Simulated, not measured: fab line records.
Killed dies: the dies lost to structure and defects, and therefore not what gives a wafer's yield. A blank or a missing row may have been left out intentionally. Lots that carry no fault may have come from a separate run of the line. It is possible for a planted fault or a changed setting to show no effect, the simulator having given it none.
Split-lot trial ; flow n5-finfet ; on a route of 1938 steps: 7 lots, 21 wafers read

## THE SPLIT ITSELF
At N5_BEOL_M8_EXPOSE_25 (exposes mask V7, target cd 40 nm), the setting dose-mj was moved away from the recipe's 42.5 on 4 of the 21 wafers read, by -6.2% to +3.0%. For the rest of the wafers, this setting stayed at what the recipe calls for.

## FROM THE SPLIT TO THE READING: what the file shows between them, 2 steps
- N5_BEOL_M8_PEB_26: peb time 60 s
- N5_BEOL_M8_DEVELOP_27: develop time 30 s

## THE READING
cd-nm at N5_BEOL_M8_CD_MEAS_28, given in nm (cd target 40 nm). Typical for fault-free wafers on this fab line: 39.92 nm, with standard deviation 0.26 nm.

wafer;tool, chamber at the split;dose-mj as run;against the recipe;cd-nm, nm;against lot-mates on the recipe
L074.1;euv-scanner-02, 0;42.5;recipe;39.87;-
L074.3;euv-scanner-02, 0;42.5;recipe;40.47;-
L074.6;euv-scanner-02, 0;42.5;recipe;40.11;-
L080.1;euv-scanner-01, 0;42.5;recipe;39.82;-
L080.2;euv-scanner-01, 0;42.5;recipe;39.75;-
L080.6;euv-scanner-01, 0;39.86;-6.2%;38.35;-1.43
L087.2;euv-scanner-02, 0;42.5;recipe;40.13;-
L087.4;euv-scanner-02, 0;42.5;recipe;39.80;-
L087.5;euv-scanner-02, 0;42.5;recipe;39.76;-
L090.1;euv-scanner-01, 0;42.5;recipe;39.74;-
L090.3;euv-scanner-01, 0;42.5;recipe;40.05;-
L090.6;euv-scanner-01, 0;42.5;recipe;39.84;-
L088.2;euv-scanner-02, 0;42.5;recipe;39.98;-
L088.5;euv-scanner-02, 0;42.5;recipe;39.88;-
L088.6;euv-scanner-02, 0;42.5;recipe;39.83;-
L095.3;euv-scanner-01, 0;42.5;recipe;39.51;-
L095.4;euv-scanner-01, 0;40.12;-5.6%;38.16;-1.35
L095.6;euv-scanner-01, 0;40.12;-5.6%;38.80;-0.71
L093.1;euv-scanner-01, 0;43.78;+3.0%;40.54;+0.52
L093.4;euv-scanner-01, 0;42.5;recipe;39.92;-
L093.6;euv-scanner-01, 0;42.5;recipe;40.12;-

THE FIT
A straight line over all 21 wafers: cd-nm changes by +0.25 nm for each +1% of dose-mj; r = +0.93; the points scatter about the line by 0.23 nm.
The same after taking each lot's own level away (the mean of its wafers on the recipe; 21 wafers): +0.199 nm for each +1%; r = +0.93; scatter 0.18 nm.
On that fit, the largest move of dose-mj shifts the reading by 1.2 nm.
Measured against the standard deviation above, the lots' own levels, which go from 39.510 to 40.150 nm, span 2.5 times it.
Thus the slope moves with the lot-to-lot level: the two fits are different.
Check: -1.13 nm against its lot-mates is what the line predicts for one of the wafers moved furthest among these (-6.2%) when that wafer is left out of the fit. Against them it came out at -1.43 nm.

## THESE WAFERS: OTHER SPLITS
These wafers also went through other splits before the reading. Each is held against what the fit with the lots' levels taken away leaves over:
other split on the same wafers;wafers away from the commonest value;r with cd-nm (lot level and that fit taken away)
N5_BEOL_M7_DESCUM_33 time-s;6;+0.44
N5_BEOL_M7_TRENCH_ETCH_37 bias-w;7;-0.07

## THE WHOLE CHAIN: every reading that the file lists as answering this split, in the file's order
step;what it does;reading;change (the file's fit);r (the file's)
N5_BEOL_M8_CD_MEAS_28;target cd 40 nm;cd-nm;+0.206 nm for each +1% of the setting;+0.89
N5_BEOL_M8_DESCUM_33;chemistry O2, time 7 s;BEOL_M8.cd-nm (the simulator's own value, which no gauge read);+0.238 nm for each +1% of the setting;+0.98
N5_BEOL_M8_ETCH_72;etches underlayer in N2/H2, target depth 6.5 nm, time 5.2 s;BEOL_M8.cd-nm (the simulator's own value, which no gauge read);+0.211 nm for each +1% of the setting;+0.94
N5_BEOL_M8_ETCH_65;etches SiARC in CF4, target depth 15.6 nm, time 26 s;BEOL_M8.cd-nm (the simulator's own value, which no gauge read);+0.204 nm for each +1% of the setting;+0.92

## FILE'S OWN FIT
cd-nm changes by +0.206 nm for each +1% of dose-mj, r = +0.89.
